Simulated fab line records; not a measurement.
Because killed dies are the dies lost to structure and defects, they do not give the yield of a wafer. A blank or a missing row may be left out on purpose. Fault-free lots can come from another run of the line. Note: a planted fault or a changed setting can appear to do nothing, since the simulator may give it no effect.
fab line records -- flow nandHarc
record lots=14, wafers=42, lastDay=24
route steps=1159 shown P_BONDPAD@370 A_ZERO_WELL@398
lots that met no fault: from a run of the same line without faults
startH: hours from the record's first day to the start of the lot's first wafer shown -- waitH: hours since the lot's step before -- " identical to the entry in the row above -- L1.1+2: one row covering several wafers at once -- - value missing, or start not given -- * or withheld: withheld -- < > ~ a bound
route shown NAME@n: NAME is a module with steps in the file, n the number in the route of the first one -- usual: mean and standard deviation over wafers with no fault -- same: alike in all rows -- chamber/n: place in a boat -- sites: the reading at each site -- _std_site: standard deviation across them -- _edge_site: inner sites' mean taken away from outer sites' mean -- radiusMm: how far each site lies from the wafer's centre -- mask NAME#n: copy n -- behind: tool/chamber where the wafer was last shaped -- hold: the reason the lot was held/the length of the hold in hours/how it ended -- device: transistor that didn't switch, given as n, p or np -- end of line: tests of these same wafers at the route's end -- where a step has no rows: the recipe by itself -- killed: dies lost to structure and defects at the first sort, not the wafer's yield -- map: shows each die of a wafer: x if killed, . if not, _ if none is there
set.NAME: the setting that was run; set.NAME@STEP: the one run at that earlier step -- model.NAME: the simulator's own value behind a step, which no gauge read
route steps across a sampled set of lots; one table per step, one row per wafer
services: when a tool's chamber went out of use (startH, in hours from the record's first day, below 0 if earlier), for how many hours, and the reason
## steps
# step NHARC_P_BONDPAD_CD_MEAS_13
# usual cdNm=499.2/1.6
lot.wafer,tool,chamber,startH,waitH,cdNm
L815.2,cdSem-01,-,149.80,0.2,499.5
L815.3,cdSem-01,-,149.80,0.2,499.8
L815.4,cdSem-01,-,149.80,0.2,501.1
L817.1,cdSem-01,-,150.45,-,496.9
L817.5,cdSem-01,-,150.45,-,500.1
L817.6,cdSem-01,-,150.45,-,500.2
L818.1,cdSem-02,-,151.25,-,502.1
L818.5,cdSem-02,-,151.25,-,497.8
L818.6,cdSem-02,-,151.25,-,500.1
L819.1,cdSem-02,-,157.00,-,497.3
L819.2,cdSem-02,-,157.00,-,498.1
L819.4,cdSem-02,-,157.00,-,499.8
L820.1,cdSem-02,-,161.27,-,497.9
L820.2,cdSem-02,-,161.27,-,500.4
L820.6,cdSem-02,-,161.27,-,498.8
L822.1,cdSem-02,-,167.74,-,496.6
L822.2,cdSem-02,-,167.74,-,497.7
L822.6,cdSem-02,-,167.74,-,498.8
L823.2,cdSem-02,-,186.69,-,501.0
L823.3,cdSem-02,-,186.69,-,497.0
L823.6,cdSem-02,-,186.69,-,498.9
L825.1,cdSem-03,-,191.65,-,500.8
L825.2,cdSem-03,-,191.65,-,497.7
L825.5,cdSem-03,-,191.65,-,498.7
L828.1,cdSem-03,-,221.00,-,496.5
L828.3,cdSem-03,-,221.00,-,500.1
L828.4,cdSem-03,-,221.00,-,497.4
L830.1,cdSem-01,-,225.96,-,501.6
L830.5,cdSem-01,-,225.96,-,499.0
L830.6,cdSem-01,-,225.96,-,502.1
L831.4,cdSem-02,-,227.96,-,498.6
L831.5,cdSem-02,-,227.96,-,499.4
L831.6,cdSem-02,-,227.96,-,498.1
L832.1,cdSem-02,-,238.34,-,496.6
L832.3,cdSem-02,-,238.34,-,502.5
L832.4,cdSem-02,-,238.34,-,496.7
L835.4,cdSem-03,-,246.70,-,499.5
L835.5,cdSem-03,-,246.70,-,501.7
L835.6,cdSem-03,-,246.70,-,495.8
L836.1,cdSem-02,-,264.35,-,499.9
L836.2,cdSem-02,-,264.35,-,501.1
L836.4,cdSem-02,-,264.35,-,501.3
# step NHARC_P_BONDPAD_THK_MEAS_20
# recipe thkMeasGauge=xrf
# usual thkNm=160.9/1.5
lot.wafer,tool,chamber,startH,waitH,thkNm
L817.1,filmMetro-02,-,152.58,-,159.3
L817.5,filmMetro-02,-,152.58,-,159.8
L817.6,filmMetro-02,-,152.58,-,159.2
L815.2,filmMetro-01,-,153.26,-,161.0
L815.3,filmMetro-01,-,153.26,-,161.6
L815.4,filmMetro-01,-,153.26,-,161.3
L818.1,filmMetro-02,-,153.64,-,158.6
L818.5,filmMetro-02,-,153.64,-,159.1
L818.6,filmMetro-02,-,153.64,-,160.2
L819.1,filmMetro-01,-,159.42,-,162.7
L819.2,filmMetro-01,-,159.42,-,163.8
L819.4,filmMetro-01,-,159.42,-,161.7
L820.1,filmMetro-01,-,163.30,-,162.8
L820.2,filmMetro-01,-,163.30,-,159.6
L820.6,filmMetro-01,-,163.30,-,162.5
L822.1,filmMetro-02,-,169.78,-,158.1
L822.2,filmMetro-02,-,169.78,-,161.4
L822.6,filmMetro-02,-,169.78,-,159.0
L823.2,filmMetro-01,-,188.79,-,162.1
L823.3,filmMetro-01,-,188.79,-,161.1
L823.6,filmMetro-01,-,188.79,-,162.3
L825.1,filmMetro-01,-,193.69,-,161.6
L825.2,filmMetro-01,-,193.69,-,162.8
L825.5,filmMetro-01,-,193.69,-,161.4
L828.1,filmMetro-01,-,223.03,-,156.5
L828.3,filmMetro-01,-,223.03,-,160.4
L828.4,filmMetro-01,-,223.03,-,161.1
L830.1,filmMetro-01,-,228.03,-,160.3
L830.5,filmMetro-01,-,228.03,-,161.7
L830.6,filmMetro-01,-,228.03,-,162.0
L831.4,filmMetro-02,-,230.15,-,161.8
L831.5,filmMetro-02,-,230.15,-,160.7
L831.6,filmMetro-02,-,230.15,-,162.4
L832.1,filmMetro-01,-,240.36,-,160.7
L832.3,filmMetro-01,-,240.36,-,162.4
L832.4,filmMetro-01,-,240.36,-,159.8
L835.4,filmMetro-02,-,248.74,-,161.5
L835.5,filmMetro-02,-,248.74,-,161.9
L835.6,filmMetro-02,-,248.74,-,159.4
L836.1,filmMetro-01,-,266.39,-,160.2
L836.2,filmMetro-01,-,266.39,-,161.0
L836.4,filmMetro-01,-,266.39,-,163.8
# step NHARC_A_ZERO_WELL_EXPOSE_07
# recipe na=0.55, doseMj=33.85, maskId=A_ZERO
# usual exposureDoseMJCm2=33.84/0.032, focusOffsetNm=0.0/0.47
lot.wafer,tool,chamber,startH,waitH,mask,exposureDoseMJCm2,focusOffsetNm
L817.1,krfScanner-01,0,154.00,-,A_ZERO#0,33.85,-0.4
L817.5,krfScanner-01,0,154.00,-,A_ZERO#0,33.84,-0.2
L817.6,krfScanner-01,0,154.00,-,A_ZERO#0,33.86,-1.1
L815.2,krfScanner-04,0,154.76,-,A_ZERO#0,33.83,-0.4
L815.3,krfScanner-04,0,154.76,-,A_ZERO#0,33.79,0.7
L815.4,krfScanner-04,0,154.76,-,A_ZERO#0,33.81,0.9
L818.1,krfScanner-01,0,155.24,-,A_ZERO#0,33.80,-0.3
L818.5,krfScanner-01,0,155.24,-,A_ZERO#0,33.80,-0.5
L818.6,krfScanner-01,0,155.24,-,A_ZERO#0,33.82,-0.3
L819.1,krfScanner-01,0,160.70,-,A_ZERO#0,33.86,-0.5
L819.2,krfScanner-01,0,160.70,-,A_ZERO#0,33.80,0.2
L819.4,krfScanner-01,0,160.70,-,A_ZERO#0,33.85,-0.5
L820.1,krfScanner-01,0,164.58,-,A_ZERO#0,33.88,0.4
L820.2,krfScanner-01,0,164.58,-,A_ZERO#0,33.84,-0.4
L820.6,krfScanner-01,0,164.58,-,A_ZERO#0,33.85,0.3
L822.1,krfScanner-02,0,171.05,-,A_ZERO#0,33.85,-0.4
L822.2,krfScanner-02,0,171.05,-,A_ZERO#0,33.84,-0.5
L822.6,krfScanner-02,0,171.05,-,A_ZERO#0,33.85,-0.2
L823.2,krfScanner-01,-,190.17,-,A_ZERO#0,-,-
L823.3,krfScanner-01,-,190.17,-,A_ZERO#0,-,-
L823.6,krfScanner-01,-,190.17,-,A_ZERO#0,-,-
L825.1,krfScanner-02,-,195.07,-,A_ZERO#0,-,-
L825.2,krfScanner-02,-,195.07,-,A_ZERO#0,-,-
L825.5,krfScanner-02,-,195.07,-,A_ZERO#0,-,-
L828.1,krfScanner-01,0,224.45,-,A_ZERO#0,33.74,0.7
L828.3,krfScanner-01,0,224.45,-,A_ZERO#0,33.82,-0.1
L828.4,krfScanner-01,0,224.45,-,A_ZERO#0,33.81,-0.2
L830.1,krfScanner-02,0,229.43,-,A_ZERO#0,33.85,-0.2
L830.5,krfScanner-02,0,229.43,-,A_ZERO#0,33.91,0.1
L830.6,krfScanner-02,0,229.43,-,A_ZERO#0,33.87,0.5
L831.4,krfScanner-01,0,231.54,-,A_ZERO#0,33.90,0.1
L831.5,krfScanner-01,0,231.54,-,A_ZERO#0,33.85,0.0
L831.6,krfScanner-01,0,231.54,-,A_ZERO#0,33.84,0.2
L832.1,krfScanner-04,0,241.82,-,A_ZERO#0,33.84,0.2
L832.3,krfScanner-04,0,241.82,-,A_ZERO#0,33.81,-0.2
L832.4,krfScanner-04,0,241.82,-,A_ZERO#0,33.80,-0.7
L835.4,krfScanner-02,0,250.11,-,A_ZERO#0,33.90,0.8
L835.5,krfScanner-02,0,250.11,-,A_ZERO#0,33.87,-0.3
L835.6,krfScanner-02,0,250.11,-,A_ZERO#0,33.93,0.5
L836.1,krfScanner-04,0,267.75,-,A_ZERO#0,33.88,0.6
L836.2,krfScanner-04,0,267.75,-,A_ZERO#0,33.84,0.2
L836.4,krfScanner-04,0,267.75,-,A_ZERO#0,33.87,0.4
# step NHARC_A_ZERO_WELL_CD_MEAS_10
# recipe targetCdNm=2000, landingEnergyEv=500
# usual cdNm=1999.9/1.6
lot.wafer,tool,chamber,startH,waitH,cdNm
L817.1,cdSem-01,0,154.15,-,1999.9
L817.5,cdSem-01,0,154.15,-,1996.4
L817.6,cdSem-01,0,154.15,-,1999.8
L815.2,cdSem-03,0,154.91,-,2001.2
L815.3,cdSem-03,0,154.91,-,2000.2
L815.4,cdSem-03,0,154.91,-,1998.4
L818.1,cdSem-03,0,155.39,-,1995.9
L818.5,cdSem-03,0,155.39,-,2000.0
L818.6,cdSem-03,0,155.39,-,1996.6
L819.1,cdSem-01,0,160.85,-,1997.6
L819.2,cdSem-01,0,160.85,-,1998.8
L819.4,cdSem-01,0,160.85,-,1999.0
L820.1,cdSem-01,0,164.73,-,2000.9
L820.2,cdSem-01,0,164.73,-,1999.9
L820.6,cdSem-01,0,164.73,-,1995.9
L822.1,cdSem-03,0,171.20,-,2001.0
L822.2,cdSem-03,0,171.20,-,2001.2
L822.6,cdSem-03,0,171.20,-,2000.9
L823.2,cdSem-03,0,190.32,-,-
L823.3,cdSem-03,0,190.32,-,-
L823.6,cdSem-03,0,190.32,-,-
L825.1,cdSem-02,0,195.22,-,-
L825.2,cdSem-02,0,195.22,-,-
L825.5,cdSem-02,0,195.22,-,-
L828.1,cdSem-03,0,224.60,-,2002.8
L828.3,cdSem-03,0,224.60,-,2000.5
L828.4,cdSem-03,0,224.60,-,2001.5
L830.1,cdSem-01,0,229.58,-,2001.9
L830.5,cdSem-01,0,229.58,-,2002.7
L830.6,cdSem-01,0,229.58,-,2001.3
L831.4,cdSem-01,0,231.69,-,1999.8
L831.5,cdSem-01,0,231.69,-,1998.7
L831.6,cdSem-01,0,231.69,-,1998.9
L832.1,cdSem-02,0,241.97,-,2000.2
L832.3,cdSem-02,0,241.97,-,2000.9
L832.4,cdSem-02,0,241.97,-,1999.3
L835.4,cdSem-02,0,250.25,-,1998.9
L835.5,cdSem-02,0,250.25,-,1999.6
L835.6,cdSem-02,0,250.25,-,2000.8
L836.1,cdSem-03,0,267.91,-,2002.2
L836.2,cdSem-03,0,267.91,-,2002.2
L836.4,cdSem-03,0,267.91,-,2001.4
## services
tool,chamber,startH,hours,kind
krfScanner-04,-,144.19,1.7,repair
krfScanner-04,0,152.46,-,calibration
krfScanner-01,-,205.39,2.0,repair
krfScanner-02,-,210.00,4.0,pm
krfScanner-01,0,252.57,-,calibration
krfScanner-01,-,256.00,4.0,pm
krfScanner-02,-,260.26,1.4,repair
## key
firstSign step=NHARC_A_ZERO_WELL_EXPOSE_07, reading=toolRecord, direction=missing
effect none on later readings
metAt NHARC_A_ZERO_WELL_EXPOSE_07
struckLots L823,L825
laterRowsLeftOut L823.2,L823.3,L823.6,L825.1,L825.2,L825.5
sortLeftOut L823.2,L823.3,L823.6,L825.1,L825.2,L825.5
testerLeftOut L823,L825
notActingAt NHARC_P_BONDPAD_CD_MEAS_13,NHARC_P_BONDPAD_THK_MEAS_20,NHARC_A_ZERO_WELL_CD_MEAS_10
onsetBetween 171.05 190.17
fault kind=skippedStepWhole, tool=krfScanner-01,krfScanner-02, chamber=-, onsetH=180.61, steps=NHARC_A_ZERO_WELL_EXPOSE_07, scope=struckLotsOnly
# testerLeftOut: of these lots the tester's yield and bins aren't shown, on N5 and GAA mostly nor the transistor test; their killed dies are dies lost to structure and defects alone, not to doping, threshold or leakage, so they don't give the yield
# sortLeftOut: the simulated sort isn't trusted on such a fault, so these wafers' sort isn't shown, and their yield isn't known
# laterRowsLeftOut: the simulator's readings of these wafers behind a module that went badly wrong aren't trusted and aren't shown, but for the sort
